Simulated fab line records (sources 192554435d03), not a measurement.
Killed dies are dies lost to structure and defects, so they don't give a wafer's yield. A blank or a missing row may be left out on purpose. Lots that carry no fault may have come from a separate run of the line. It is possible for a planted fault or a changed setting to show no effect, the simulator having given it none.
fab line records -- flow n5_finfet
record lots=4, wafers=12, last_day=16
route steps=1938 shown BEOL_M11@1566 BEOL_M12@1602 BEOL_M15@1830 PASSIVATION@1936
lots with no fault: from the same line, run without faults
start_h: the number of hours between the record's first day and the start of the first shown wafer of the lot -- wait_h: hours elapsed since this lot's preceding step -- " same as the row above -- L1.1+2: a single row standing in for several wafers -- - no value, or no start given -- * or withheld: withheld -- < > ~ a bound
route shown NAME@n: NAME is a module with steps in the file, n the number in the route of the first one -- usual: the fault-free wafers' mean and standard deviation -- same: alike in all rows -- chamber/n: place in a boat -- sites: each site's reading -- _std_site: their standard deviation -- _edge_site: mean of outer sites minus mean of inner sites -- radius_mm: how far each site lies from the wafer's centre -- mask NAME#n: copy n -- behind: tool/chamber where the wafer was last shaped -- hold: why the lot went on hold/how many hours it stayed there/how the hold came to an end -- device: the n, p or np transistor that did not switch -- end of line: the same wafers' tests at the end of the route -- a step given without rows: its recipe and nothing more -- killed: not the wafer's yield, but the dies lost to structure and defects at the first sort -- map: the dies of a wafer, with x for killed, . for not killed, _ for no die there
set.NAME: the setting as run; set.NAME@STEP: as run at that earlier step -- model.NAME: the simulator's own value behind a step, which no gauge read
a table for each step, a row for each wafer; lots at some steps of the route
services: when a tool's chamber went out of use (start_h, in hours from the record's first day, below 0 if earlier), for how many hours, and the reason
## steps
# step N5_BEOL_M11_PEB_26
# recipe peb_temp_c=withheld, peb_time_s=60, resist=CAR-ArF
# step N5_BEOL_M11_DEVELOP_27
# recipe develop_time_s=30, developer=TMAH, resist=CAR-ArF, rinse_liquid=diw, dry=air_spin, dev_temp_c=23
# step N5_BEOL_M11_DESCUM_33
# recipe chemistry=O2, time_s=7.9, source_power_w=50, bias_power_w=20, pressure_mtorr=20, rf_frequency_hz=2.712e+07, temp_c=40, resist=CAR-ArF, o2_flow_sccm=225
# step N5_BEOL_M11_ETCH_65
# recipe chemistry=CF4, target=SiARC, target_depth_a=390, mask_material=CAR-ArF, time_s=65, ion_energy_ev=80, pressure_mtorr=40, source_w=545, bias_w=36, Ar_flow_sccm=100, cf4_flow_sccm=100, ends=cleared
# step N5_BEOL_M11_ETCH_66
# recipe chemistry=N2/H2, target=SOC, target_depth_a=1200, overetch_a=240, mask_material=SiARC, temp_c=40, time_s=180, ion_energy_ev=200, pressure_mtorr=30, source_w=840, bias_w=150, n2_flow_sccm=200, h2_flow_sccm=200
# step N5_BEOL_M11_STRIP_69
# recipe chemistry=N2/H2, temp_c=40, n2_flow_sccm=200, h2_flow_sccm=200, rf_frequency_hz=6e+07
# step N5_BEOL_M11_VIA_ETCH_34
# recipe chemistry=C4F6/O2, target=SiCOH_lowk, target_depth_a=1845, mask_material=SOC, taper_deg=4, time_s=69.2, ion_energy_ev=250, pressure_mtorr=30, source_w=345, bias_w=185, Ar_flow_sccm=300, C4F6_flow_sccm=10, O2_flow_sccm=10
# step N5_BEOL_M11_STRIP_73
# recipe chemistry=C4F6/O2, resist=SiARC, rf_frequency_hz=6e+07
# step N5_BEOL_M11_STRIP_36
# recipe chemistry=N2/H2, power_w=450, temp_c=40, pressure_mtorr=20, rf_frequency_hz=6e+07, overash_fraction=0.3, bias_power_w=7, h2_frac=0.5, n2_flow_sccm=200, h2_flow_sccm=200
# step N5_BEOL_M11_TRENCH_ETCH_37
# recipe chemistry=C4F6/O2, target_depth_a=1488.3, target=SiCOH_lowk, time_s=48, ion_energy_ev=250, pressure_mtorr=30, source_w=345, bias_w=185, Ar_flow_sccm=300, C4F6_flow_sccm=10, O2_flow_sccm=10
# usual O2_flow_sccm=9.998/0.026, bias_w=185.0/0.62, drypump_motor_current_A=5.7/0.56, oes_f_703_au=0.78/0.07, oes_o_777_au=0.78/0.067, oes_product_au=0.78/0.066, rf_fwd_power_W=341.2/1.3, rf_vpp_V=669/9.1, showerhead_plenum_p_Torr=2.85/0.081, throttle_valve_pct=20.92/0.28
# same time_s=48
lot.wafer,tool,chamber,start_h,wait_h,O2_flow_sccm,bias_w,drypump_motor_current_A,oes_f_703_au,oes_o_777_au,oes_product_au,rf_fwd_power_W,rf_hours_counter_h,rf_vpp_V,showerhead_plenum_p_Torr,throttle_valve_pct,model.etch.depth_nm,model.BEOL_M11.feature_depth_nm
L937.3,rie_diel-06,3,272.89,-,10.013,185.8,6.0,0.73,0.75,0.74,341.7,174,675,2.83,20.79,146.2,146.2
L937.4,rie_diel-06,0,272.89,-,9.986,184.2,6.6,0.86,0.84,0.88,340.4,58,663,2.88,20.33,149.3,149.2
L937.5,rie_diel-06,0,272.89,-,10.002,184.7,6.6,0.85,0.85,0.88,341.8,-,662,2.88,20.32,149.3,149.4
L941.1,rie_diel-03,0,310.32,-,10.054,185.6,5.5,0.84,0.83,0.86,340.2,48,683,2.89,20.82,149.2,149.2
L941.2,rie_diel-03,2,310.32,-,9.998,184.7,5.1,0.78,0.81,0.77,341.6,122,658,2.86,20.93,150.7,150.6
L941.4,rie_diel-03,2,310.32,-,10.016,185.4,5.1,0.79,0.81,0.78,341.3,-,659,2.86,20.94,150.7,150.8
L944.1,rie_diel-06,2,320.96,-,10.023,185.2,6.0,0.89,0.83,0.74,422.5,198,605,2.97,21.09,155.2,155.2
L944.2,rie_diel-06,1,320.96,-,9.984,185.1,5.2,1.15,1.10,0.91,425.1,55,587,2.92,21.24,166.3,166.2
L944.3,rie_diel-06,3,320.96,-,10.015,185.2,6.0,0.93,0.93,0.75,425.7,189,603,2.82,20.82,156.9,157
L943.2,rie_diel-06,0,329.84,-,9.969,184.6,6.6,1.06,1.02,0.89,424.7,79,593,2.87,20.38,158.9,159
L943.3,rie_diel-06,3,329.84,-,10.000,184.7,6.0,0.93,0.92,0.74,423.0,192,604,2.82,20.85,154.4,154.4
L943.6,rie_diel-06,3,329.84,-,9.971,184.6,6.0,0.93,0.93,0.75,424.6,-,605,2.82,20.85,156.3,156.2
# step N5_BEOL_M11_ETCH_41
# recipe chemistry=CH3F/O2, target=SiCN, target_depth_a=426, taper_deg=2, time_s=86, ion_energy_ev=120, mask_material=TiN, pressure_mtorr=30, source_w=395, bias_w=75, Ar_flow_sccm=150, CH3F_flow_sccm=30, O2_flow_sccm=20
# step N5_BEOL_M11_STRIP_77
# recipe chemistry=N2/H2, time_s=10, power_w=450, temp_c=40, pressure_mtorr=20, rf_frequency_hz=6e+07, bias_power_w=7, n2_flow_sccm=200, h2_flow_sccm=200
# step N5_BEOL_M11_OCD_MEAS_38
# usual trench_depth_nm=148/3.1
lot.wafer,tool,chamber,start_h,wait_h,trench_depth_nm
L937.3,ocd-02,-,273.07,-,147
L937.4,ocd-02,-,273.07,-,149
L937.5,ocd-02,-,273.07,-,150
L941.1,ocd-02,-,310.51,-,149
L941.2,ocd-02,-,310.51,-,150
L941.4,ocd-02,-,310.51,-,151
L944.1,ocd-01,-,321.14,-,155
L944.2,ocd-01,-,321.14,-,166
L944.3,ocd-01,-,321.14,-,157
L943.2,ocd-02,-,330.03,-,159
L943.3,ocd-02,-,330.03,-,154
L943.6,ocd-02,-,330.03,-,156
# step N5_BEOL_M11_HM_STRIP_39
# recipe chemistry=peroxide_tin_strip, material=TiN, target_depth_a=250, temp_c=50, time_s=158
# step N5_BEOL_M11_SRD_40
# recipe time_s=30, temp_c=23, rinse_liquid=diw, dry=ipa_marangoni
# step N5_BEOL_M11_PRECLEAN_42
# recipe chemistry=residue_remover, time_s=60, temp_c=40
# step N5_BEOL_M11_SRD_43
# recipe time_s=30, temp_c=23, rinse_liquid=diw, dry=ipa_marangoni
# step N5_BEOL_M11_CURE_72
# recipe temp_c=370, time_s=120, ambient=DMADMS/He, material=SiCOH_lowk
# step N5_BEOL_M11_DEGAS_44
# recipe ambient=vacuum, temp_c=250, time_s=60
# step N5_BEOL_M11_PRE_CLEAN_45
# recipe gas=H2/He, time_s=30, temp_c=250
# step N5_BEOL_M11_ALD_74
# recipe material=TaN, target_thk_a=20, temp_c=275, ald_precursor_family=PDMAT, ald_co_reactant=NH3, pressure_torr=3, carrier_flow_sccm=1500, pulse_time_s=2, purge_time_s=3, co_reactant_purge_time_s=2, co_reactant_pulse_time_s=3, ald_cycles=40, precursor_vessel_temp_c=75, precursor_vessel_pressure_torr=26.25, precursor_vessel_carrier_sccm=1000
# step N5_BEOL_M11_SURFACE_TREAT_76
# recipe gas=Ar, time_s=*, ion_energy_ev=*, ion_current_ma_cm2=0.5, pressure_mtorr=*, ar_flow_sccm=30
# step N5_BEOL_M11_CVD_75
# recipe material=Co, target_thk_a=20, temp_c=withheld, precursor=CCTBA/H2, pressure_torr=30, time_s=138.9
# step N5_BEOL_M11_SPUTTER_48
# recipe material=Cu, target_thk_a=120, temp_c=-20, bias_v=60, power_w=26000, chamber_pressure_pa=0.13, time_s=2
# step N5_BEOL_M11_ECD_50
# recipe material=Cu, target_thk_a=3180
# step N5_BEOL_M11_ANNEAL_51
# recipe temp_c=225, time_s=90, ambient=N2
# step N5_BEOL_M11_CMP_52
# recipe stop_on=SiCOH_lowk, t_overpolish_s=7, down_force_psi=1, platen_rpm=50, clearing_platen_down_force_psi=1.5, clearing_platen_rpm=50, post_cmp_clean=cu_alkaline, target_thk_nm=140, clearing_platen_pad_velocity_m_s=0.99484, pad_velocity_m_s=0.99484
# usual barrier_field_endpoint_s=28.9/0.75, clearing_platen_down_force_psi=1.4996/0.0029, edge_zone_pressure_frac=1.000/0.0051, motor_current_A=6.1/0.69, overpolish_run_s=7.001/0.0095, time_to_endpoint_s=65.7/2.8
lot.wafer,tool,chamber,start_h,wait_h,barrier_field_endpoint_s,clearing_platen_down_force_psi,edge_zone_pressure_frac,motor_current_A,overpolish_run_s,time_to_endpoint_s,model.Cu_of_BEOL_M11_ECD_50.thk_nm
L937.4,cmp-04,0,275.29,0.1,28.4,1.5025,0.998,5.1,7.004,62.5,139.6
L937.3,cmp-04,3,275.29,0.1,27.6,1.5018,1.000,6.0,6.992,61.9,136.8
L937.5,cmp-04,1,275.29,0.1,29.6,1.5013,0.999,6.9,7.024,69.4,140.6
L941.4,cmp-02,1,317.17,0.1,29.1,1.4979,1.008,6.1,7.006,68.9,143
L941.1,cmp-02,2,317.17,0.1,28.1,1.5027,1.008,5.9,7.001,68.4,140.6
L941.2,cmp-02,0,317.17,0.1,28.8,1.4996,1.002,6.6,6.996,67.3,142.8
L944.1,cmp-04,0,323.32,0.4,27.7,1.4950,1.007,4.7,7.011,62.8,145.6
L944.2,cmp-04,1,323.32,0.4,27.6,1.4992,0.993,6.6,6.996,64.3,158.2
L944.3,cmp-04,3,323.32,0.4,27.4,1.4959,1.003,6.0,6.986,59.9,147.2
L943.3,cmp-04,0,332.29,0.2,29.3,1.4979,1.002,5.2,6.990,65.4,144.4
L943.2,cmp-04,2,332.29,0.2,28.6,1.5017,1.003,5.9,7.005,68.0,150
L943.6,cmp-04,0,332.29,0.2,29.3,1.4990,0.994,4.9,6.992,63.0,148.4
# step N5_BEOL_M11_THK_MEAS_53
# recipe thk_meas_gauge=xrf, reads=Cu_of_BEOL_M11_ECD_50
# usual M11_THK=139/3.2
lot.wafer,tool,chamber,start_h,wait_h,M11_THK[nm]
L937.3,film_metro-01,-,275.59,-,136
L937.4,film_metro-01,-,275.59,-,139
L937.5,film_metro-01,-,275.59,-,140
L941.1,film_metro-02,-,317.47,-,142
L941.2,film_metro-02,-,317.47,-,144
L941.4,film_metro-02,-,317.47,-,143
L944.1,film_metro-02,-,323.61,-,146
L944.2,film_metro-02,-,323.61,-,158
L944.3,film_metro-02,-,323.61,-,147
L943.2,film_metro-02,-,332.55,-,150
L943.3,film_metro-02,-,332.55,-,144
L943.6,film_metro-02,-,332.55,-,148
# step N5_BEOL_M11_PRE_CLEAN_55
# recipe gas=NH3, time_s=15, temp_c=withheld, rf_power_w=300
# step N5_BEOL_M11_DEP_56
# recipe material=SiCN, target_thk_a=300, temp_c=withheld, precursor=3MS/NH3, pressure_torr=3, rf_w=675, time_s=10.5
# step N5_BEOL_M11_RS_MEAS_57
# recipe thk_meas_gauge=four-point-probe, reads=Cu_of_BEOL_M11_ECD_50+Co_of_BEOL_M11_CVD_75+TaN_of_BEOL_M11_ALD_74
# usual M11_RS=0.153/0.0038
lot.wafer,tool,chamber,start_h,wait_h,M11_RS[ohm/sq]
L937.3,film_metro-02,-,275.71,0.0,0.155
L937.4,film_metro-02,-,275.71,0.0,0.151
L937.5,film_metro-02,-,275.71,0.0,0.150
L941.1,film_metro-02,-,317.60,0.0,0.150
L941.2,film_metro-02,-,317.60,0.0,0.148
L941.4,film_metro-02,-,317.60,0.0,0.148
L944.1,film_metro-02,-,323.74,0.0,0.145
L944.2,film_metro-02,-,323.74,0.0,0.132
L944.3,film_metro-02,-,323.74,0.0,0.143
L943.2,film_metro-02,-,332.67,0.0,0.140
L943.3,film_metro-02,-,332.67,0.0,0.146
L943.6,film_metro-02,-,332.67,0.0,0.142
# step N5_BEOL_M12_ILD_DEP_00
# recipe material=SiOC, target_thk_a=6589.2, temp_c=350, precursor=DEMS/O2, pressure_torr=5, rf_w=500, time_s=130.7
# step N5_BEOL_M12_COAT_58
# recipe resist=BARC, temp_c=205, time_s=60, spin_rpm=1500, resist_thk_nm=89
# step N5_BEOL_M12_COAT_04
# recipe spin_rpm=1625, resist_thk_nm=400
# step N5_BEOL_M12_EBR_06
# recipe solvent=PGMEA, ebr_width_mm=1.5
# step N5_BEOL_M12_SOFTBAKE_05
# recipe temp_c=130, time_s=60
# step N5_BEOL_M15_RC_MEAS_101
# usual etest_temp_c=25.01/0.1, COMB_M10=1.48e-11/2.7e-12, COMB_M11=1.44e-11/3e-12, COMB_M12=6.4e-12/1.3e-12, COMB_M13=4.9e-12/1e-12, COMB_M14=3.7e-12/8.1e-13, COMB_M15=2.5e-12/5.1e-13, COMB_M5=3.8e-11/8.2e-12, COMB_M6=2.5e-11/5.2e-12, COMB_M7=2.6e-11/5.5e-12, COMB_M8=2.5e-11/5.2e-12, COMB_M9=1.45e-11/2.7e-12, SERP_M10=3.07/0.1, SERP_M11=3.09/0.091, SERP_M12=0.637/0.019, SERP_M13=0.312/0.0058, SERP_M14=0.163/0.0052, SERP_M14_max_site=0.164/0.0053, SERP_M5=38.5/1.7, SERP_M6=14.2/0.56, SERP_M7=13.9/0.67, SERP_M8=14.1/0.8, SERP_M9=3.07/0.079
lot.wafer,tool,chamber,start_h,wait_h,etest_temp_c,COMB_M10[S/m],COMB_M11[S/m],COMB_M12[S/m],COMB_M13[S/m],COMB_M14[S/m],COMB_M15[S/m],COMB_M5[S/m],COMB_M6[S/m],COMB_M7[S/m],COMB_M8[S/m],COMB_M9[S/m],SERP_M10[ohm/um],SERP_M11[ohm/um],SERP_M12[ohm/um],SERP_M13[ohm/um],SERP_M14[ohm/um],SERP_M14_max_site[ohm/um],SERP_M5[ohm/um],SERP_M6[ohm/um],SERP_M7[ohm/um],SERP_M8[ohm/um],SERP_M9[ohm/um]
L937.3,prober-01,0,306.90,0.3,24.92,1.31e-11,1.29e-11,6.3e-12,5.7e-12,5.2e-12,2.3e-12,3.5e-11,2.7e-11,2.9e-11,2.3e-11,1.4e-11,3.02,3.18,0.626,0.304,0.162,0.165,37.9,13.5,13.8,15.3,2.93
L937.4,prober-01,0,306.90,0.3,24.85,1.65e-11,1.75e-11,8e-12,5.7e-12,3.3e-12,2.8e-12,2.8e-11,2.3e-11,2.6e-11,2.6e-11,1.36e-11,3.28,3.06,0.646,0.307,0.163,0.165,40.1,15.0,14.1,14.2,2.98
L937.5,prober-01,0,306.90,0.3,24.98,1.67e-11,1.41e-11,7.3e-12,5.8e-12,3.4e-12,2e-12,2.6e-11,1.7e-11,1.9e-11,2.8e-11,1.45e-11,3.15,3.03,0.648,0.305,0.176,0.178,38.1,13.6,14.0,15.0,2.88
L941.1,prober-02,0,357.78,0.0,25.04,1.25e-11,1.46e-11,7.1e-12,5.5e-12,4.6e-12,2.9e-12,2.5e-11,2.1e-11,1.6e-11,2.6e-11,1.52e-11,3.03,3.03,0.654,0.306,0.168,0.169,37.9,13.6,13.5,14.0,3.09
L941.2,prober-02,0,357.78,0.0,25.28,1.11e-11,2.06e-11,8.1e-12,4.5e-12,2.1e-12,2.3e-12,3.2e-11,2.9e-11,2.4e-11,3.2e-11,1.37e-11,3.08,2.98,0.616,0.300,0.160,0.161,39.3,13.8,14.6,15.0,3.23
L941.4,prober-02,0,357.78,0.0,24.98,1.07e-11,1.77e-11,6.3e-12,4.1e-12,3.5e-12,2.3e-12,3.7e-11,2e-11,2.6e-11,3.1e-11,1.14e-11,3.13,2.95,0.625,0.307,0.163,0.165,39.0,14.1,14.1,13.5,2.96
L944.1,prober-02,0,363.22,0.0,25.15,1.41e-11,1.16e-11,5.6e-12,5.1e-12,3.8e-12,1.8e-12,2.7e-11,1.9e-11,2.9e-11,2.7e-11,9.8e-12,3.15,2.90,0.610,0.312,0.166,0.168,40.5,15.2,14.6,13.4,3.13
L944.2,prober-02,0,363.22,0.0,24.81,1.02e-11,1.11e-11,6.2e-12,4.6e-12,3.5e-12,2.1e-12,3.4e-11,2.6e-11,3.1e-11,3.4e-11,1.4e-11,3.04,2.69,0.656,0.309,0.160,0.161,38.1,14.4,13.9,13.0,3.12
L944.3,prober-02,0,363.22,0.0,25.03,1.68e-11,7.8e-12,7.6e-12,2.9e-12,3.7e-12,2.4e-12,3.3e-11,3.7e-11,3.5e-11,1.7e-11,1.49e-11,2.96,2.90,0.637,0.305,0.159,0.160,38.4,14.6,13.9,13.9,3.08
L943.2,prober-01,0,370.94,0.2,25.03,1.7e-11,1.45e-11,6.3e-12,4.3e-12,3.4e-12,3e-12,4.7e-11,2e-11,2.2e-11,2.6e-11,1.46e-11,3.02,2.84,0.620,0.320,0.163,0.164,35.4,14.5,13.4,15.5,3.00
L943.3,prober-01,0,370.94,0.2,25.00,1.87e-11,1.36e-11,6.3e-12,3.4e-12,4.6e-12,3e-12,3.5e-11,2.7e-11,1.7e-11,2.3e-11,1.09e-11,2.96,2.95,0.630,0.306,0.157,0.158,39.4,14.8,13.5,15.4,2.98
L943.6,prober-01,0,370.94,0.2,25.09,2.07e-11,1.16e-11,6.8e-12,5.4e-12,5.2e-12,2.1e-12,5.2e-11,2.2e-11,1.7e-11,2e-11,1.04e-11,3.02,2.91,0.623,0.324,0.168,0.170,40.8,13.6,13.2,13.4,2.97
# sites SERP_M11 radius_mm=0,75,75,75,75,140,140,140,140
L937.3 3.18 3.17 3.19 3.20 3.23 3.06 3.19 3.12 3.17
L941.1 2.99 3.02 3.01 3.04 2.97 3.03 3.11 3.13 3.11
L944.1 2.78 2.87 2.88 2.89 2.90 3.05 3.03 3.00 3.07
L943.2 2.99 2.92 2.88 2.84 2.88 2.70 2.72 2.66 2.73
# step N5_PASSIVATION_PROBE_49
# usual defect_limited_yield=91.6/1.4, killed_at_M0_to_M3=35/10, killed_at_M4_up=13/4.8, killed_at_contacts=12/7.2, killed_at_front_end=36/12, killed_at_other=4/3.1, killed_dies=100/17, killed_open=66/13, killed_short=32/7.3, sort_bin_5_function=5.0/0.94, sort_bin_6_memory=3.1/0.67, sort_bin_8_speed=0.01/0.047, sort_n_pass=1080/17, sort_yield_pct=91.6/1.4
# same gross_dies=1180, killed_at_back_side=0, sort_bin_4_leakage[%]=0
lot.wafer,tool,chamber,start_h,wait_h,defect_limited_yield[%],killed_at_M0_to_M3,killed_at_M4_up,killed_at_contacts,killed_at_front_end,killed_at_other,killed_dies,killed_open,killed_short,sort_bin_5_function[%],sort_bin_6_memory[%],sort_bin_8_speed[%],sort_n_pass,sort_yield_pct[%]
L937.3,prober-02,-,322.94,0.1,89.9,34,8,36,37,4,119,92,27,5.5,4.4,0.42,1056,89.5
L937.4,prober-02,-,322.99,0.2,89.4,30,4,29,59,3,125,81,43,5.8,4.2,0,1055,89.4
L937.5,prober-02,-,323.04,0.2,86.9,42,6,38,59,9,154,107,45,8.2,4.6,0.08,1026,86.9
L941.1,prober-02,-,371.37,0.0,91.8,22,17,17,38,3,97,71,26,5.0,2.6,0,1083,91.8
L941.2,prober-02,-,371.42,0.1,90.9,21,14,10,62,0,107,71,35,5.6,3.1,0,1073,90.9
L941.4,prober-02,-,371.52,0.2,90.7,19,14,9,65,3,110,71,39,5.8,3.1,0,1070,90.7
L944.1,prober-02,-,376.75,0.0,91.9,40,9,12,29,5,95,62,33,4.8,3.1,0,1085,91.9
L944.2,prober-02,-,376.80,0.1,90.8,29,9,15,43,13,109,79,30,5.3,3.7,0,1071,90.8
L944.3,prober-02,-,376.85,0.1,91.4,26,17,5,44,10,102,54,47,5.0,3.1,0,1078,91.4
L943.2,prober-01,-,389.65,0.1,90.7,26,16,9,55,4,110,56,51,5.3,3.4,0,1070,90.7
L943.3,prober-01,-,389.70,0.1,91.3,43,11,10,36,3,103,71,32,5.8,2.7,0,1077,91.3
L943.6,prober-01,-,389.85,0.3,93.0,23,15,14,31,0,83,53,30,3.9,3.0,0,1097,93.0
# killed by level:class
L937.3 MOL_CONTACT_COAG:geometric_particle:open=30 STI_FIN_REVEAL:geometric_particle:open=10 BEOL_M0_SAQP:geometric_particle:open=9 FIN_SAQP:geometric_particle:open=8 BEOL_M0_SAQP:geometric_particle:short=7 MOL_CONTACT_COAG:geometric_particle:short=6 BEOL_M0:geometric_particle:open=6 BEOL_M2:geometric_particle:open=6
L937.4 MOL_CONTACT_COAG:geometric_particle:open=25 FIN_SAQP:geometric_particle:open=12 GATE_CUT:geometric_particle:short=10 BEOL_M0_SAQP:geometric_particle:open=8 FIN_SAQP:geometric_particle:short=7 STI_FIN_REVEAL:geometric_particle:open=7 BEOL_M0_SAQP:geometric_particle:short=7 ILD0:geometric_particle:open=5
L937.5 MOL_CONTACT_COAG:geometric_particle:open=29 BEOL_M0_SAQP:geometric_particle:open=16 STI_FIN_REVEAL:geometric_particle:open=15 FIN_SAQP:geometric_particle:short=14 FIN_SAQP:geometric_particle:open=12 MOL_CONTACT_COAG:geometric_particle:short=9 BEOL_M3:geometric_particle:open=7 BEOL_M2:geometric_particle:open=7
L941.1 MOL_CONTACT_COAG:geometric_particle:open=14 BEOL_M4:geometric_particle:open=13 STI_FIN_REVEAL:geometric_particle:open=12 BEOL_M2:geometric_particle:open=10 FIN_SAQP:geometric_particle:open=5 STI_FIN_REVEAL:geometric_particle:short=4 ILD0:geometric_particle:open=4 ILD0:geometric_particle:short=3
L941.2 STI_FIN_REVEAL:geometric_particle:open=22 FIN_SAQP:geometric_particle:open=6 MOL_CONTACT_COAG:geometric_particle:open=6 BEOL_M4:geometric_particle:open=6 BEOL_M0_SAQP:geometric_particle:open=6 STI_FIN_REVEAL:geometric_particle:short=5 STARTING-WAFER:geometric_particle:short=5 FIN_SAQP:geometric_particle:short=4
L941.4 STI_FIN_REVEAL:geometric_particle:open=17 FIN_SAQP:geometric_particle:short=13 MOL_CONTACT_COAG:geometric_particle:open=9 DUMMY_GATE:geometric_particle:open=7 BEOL_M4:geometric_particle:open=7 FIN_SAQP:geometric_particle:open=6 BEOL_M1:geometric_particle:open=6 STI_FIN_REVEAL:geometric_particle:short=5
L944.1 MOL_CONTACT_COAG:geometric_particle:open=9 BEOL_M0_SAQP:geometric_particle:open=8 BEOL_M3:geometric_particle:open=8 BEOL_M0_SAQP:geometric_particle:short=8 BEOL_M0:geometric_particle:open=7 FIN_SAQP:geometric_particle:open=5 STARTING-WAFER:geometric_particle:short=5 FIN_SAQP:geometric_particle:short=4
L944.2 FIN_SAQP:geometric_particle:open=18 MOL_CONTACT_COAG:geometric_particle:open=14 STI_FIN_REVEAL:geometric_particle:open=6 BEOL_M0_SAQP:geometric_particle:open=6 MIM_TOP_ETCH:geometric_particle:open=6 BEOL_M1:geometric_particle:open=5 MIM_TOP_ETCH:geometric_particle:short=5 FIN_SAQP:geometric_particle:short=4
L944.3 BEOL_M0_SAQP:geometric_particle:short=13 STI_FIN_REVEAL:geometric_particle:open=10 BEOL_M0_SAQP:geometric_particle:open=6 BEOL_M4:geometric_particle:open=6 GATE_CUT:geometric_particle:short=5 ILD0:geometric_particle:short=4 BEOL_M4:geometric_particle:short=4 FIN_SAQP:geometric_particle:short=3
L943.2 FIN_SAQP:geometric_particle:short=28 FIN_SAQP:geometric_particle:open=11 BEOL_M0_SAQP:geometric_particle:short=9 MOL_CONTACT_COAG:geometric_particle:open=8 BEOL_M4:geometric_particle:open=7 STI_FIN_REVEAL:geometric_particle:open=6 BEOL_M1:geometric_particle:open=6 BEOL_M7:geometric_particle:open=5
L943.3 MOL_CONTACT_COAG:geometric_particle:open=10 BEOL_M0_SAQP:geometric_particle:short=10 BEOL_M0_SAQP:geometric_particle:open=7 BEOL_M2:geometric_particle:open=7 DUMMY_GATE:geometric_particle:open=6 BEOL_M5:geometric_particle:open=6 STARTING-WAFER:geometric_particle:open=6 DUMMY_GATE:geometric_particle:short=5
L943.6 MOL_CONTACT_COAG:geometric_particle:open=9 BEOL_M4:geometric_particle:open=7 BEOL_M0_SAQP:geometric_particle:open=6 BEOL_M0_SAQP:geometric_particle:short=6 STARTING-WAFER:geometric_particle:open=6 FIN_SAQP:geometric_particle:short=5 STI_FIN_REVEAL:geometric_particle:open=5 MOL_CONTACT_COAG:geometric_particle:short=5
## services
tool,chamber,start_h,hours,kind
rie_diel-03,2,257.70,2.6,repair
rie_diel-03,-,281.46,14.6,pm
cmp-04,-,296.05,0.3,repair
cmp-04,-,315.94,0.9,repair
cmp-02,-,319.88,12.0,pm
cmp-04,-,322.00,0.2,repair
## key
first_sign step=N5_BEOL_M11_TRENCH_ETCH_37, reading=rf_fwd_power_W, direction=up, sigmas=64, usual=*, struck=*
effect step=N5_BEOL_M11_TRENCH_ETCH_37, reading=rf_vpp_V, direction=down, sigmas=7.6, usual=669, struck=599
effect step=N5_BEOL_M11_OCD_MEAS_38, reading=trench_depth_nm, direction=up, sigmas=3.2, usual=148, struck=158
effect step=N5_BEOL_M11_THK_MEAS_53, reading=M11_THK, direction=up, sigmas=3, usual=139, struck=149
effect step=N5_BEOL_M11_RS_MEAS_57, reading=M11_RS, direction=down, sigmas=3, usual=0.153, struck=0.141
effect step=N5_BEOL_M15_RC_MEAS_101, reading=SERP_M11, direction=down, sigmas=2.5, usual=3.09, struck=2.86
model_effect step=N5_BEOL_M11_TRENCH_ETCH_37, value=etch.depth_nm, without=145.3, struck=158
model_effect step=N5_BEOL_M11_CMP_52, value=Cu_of_BEOL_M11_ECD_50.thk_nm, without=136.2, struck=149
met_at N5_BEOL_M11_TRENCH_ETCH_37
struck_wafers L943.2,L943.3,L943.6,L944.1,L944.2,L944.3
onset_between 272.89 320.96
fault kind=process_parameter_drift, tool=rie_diel-06, chamber=-, onset_h=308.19, steps=N5_BEOL_M11_TRENCH_ETCH_37, channel=source_w, offset=82.8, shape=step, end_h=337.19, acts_in=these_recipes_only, stated=345
